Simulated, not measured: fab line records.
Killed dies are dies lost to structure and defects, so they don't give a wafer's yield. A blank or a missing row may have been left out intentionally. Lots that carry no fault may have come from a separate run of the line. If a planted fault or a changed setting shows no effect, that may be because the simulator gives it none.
A single fault, viewed from 2 desks ; flow n5 finfet ; numbers are kept per desk, each desk with only its own; the story behind them comes last

FROM THE METROLOGY DESK
What the gauges read, lot by lot, whatever tool the lot ran on: means of the sampled wafers that have a number. Any lot whose mean is over 4 standard deviations away from the usual mean is out of limits and marked OUT; that distance is given in the brackets.
Columns: A = cd nm at N5_BEOL_M5_CD_MEAS_35, usual 27.9 nm
lot;first seen here;A
L817;day 9 11:10;27.9
L821;day 9 14:51;28.0
L819;day 9 18:16;27.2
L820;day 9 18:34;28.3
L818;day 9 18:40;27.8
L823;day 10 08:30;28.5
L829;day 12 00:08;27.8
L831;day 12 02:07;28.2
L828;day 12 02:35;28.1
L833;day 12 16:31;28.2
L836;day 14 03:44;27.8
L837;day 14 08:02;27.7
This desk found nothing out of limits on any of the 12 lots.

TOOL OWNER'S DESK, pecvd-04
The tool's own readings at N5_BEOL_M6_ILD_DEP_00 (deposits SiCOH lowk from DEMS/porogen, target thk 179.75 nm, time 33.4 s): means of the sampled wafers that have a number, for each lot that ran on this tool. Any lot whose mean is over 4 standard deviations away from the usual mean is out of limits and marked OUT; that distance is given in the brackets.
Columns: A = heater power w at N5_BEOL_M6_ILD_DEP_00, usual 312 W; B = showerhead plenum p Torr at N5_BEOL_M6_ILD_DEP_00, usual 5.744 Torr; C = susceptor temp C at N5_BEOL_M6_ILD_DEP_00, usual 300.00 C; D = throttle valve pct at N5_BEOL_M6_ILD_DEP_00, usual 14.3 %
lot;first seen here;A;B;C;D
L817;day 9 18:10;282;5.751;300.04;15.1
L821;day 9 21:32;324;5.746;299.89;15.0
L819;day 10 01:00;334;5.755;300.06;15.0
L820;day 10 01:13;303;5.757;298.87 (-6.0) OUT;15.0
L818;day 10 02:38;321;5.745;298.92 (-5.7) OUT;14.8
L823;day 10 16:02;239;5.754;298.64 (-7.2) OUT;13.7
This desk finds L818, L820, L823 out of limits, L820 being first, at day 10 01:13 (susceptor temp C at N5_BEOL_M6_ILD_DEP_00). In limits: L817, L821, L819.

PUT TOGETHER
An alarm could have come from the tool owner's desk at day 10 01:13, on L818, L820, L823.
From the metrology desk's view, nothing was out of limits.
The metrology desk has L818, L820, L823 on record, within its limits.
The lots listed all ran N5_BEOL_M6_ILD_DEP_00 on pecvd-04.

WHAT THE SIMULATOR HAD PUT IN
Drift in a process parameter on pecvd-04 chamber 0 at N5_BEOL_M6_ILD_DEP_00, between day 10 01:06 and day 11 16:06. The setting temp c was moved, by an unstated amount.
Lots struck among those shown: L818, L820, L823.
Hours from the fault's start to each desk's first reading out of limits: the tool owner's desk, 0.
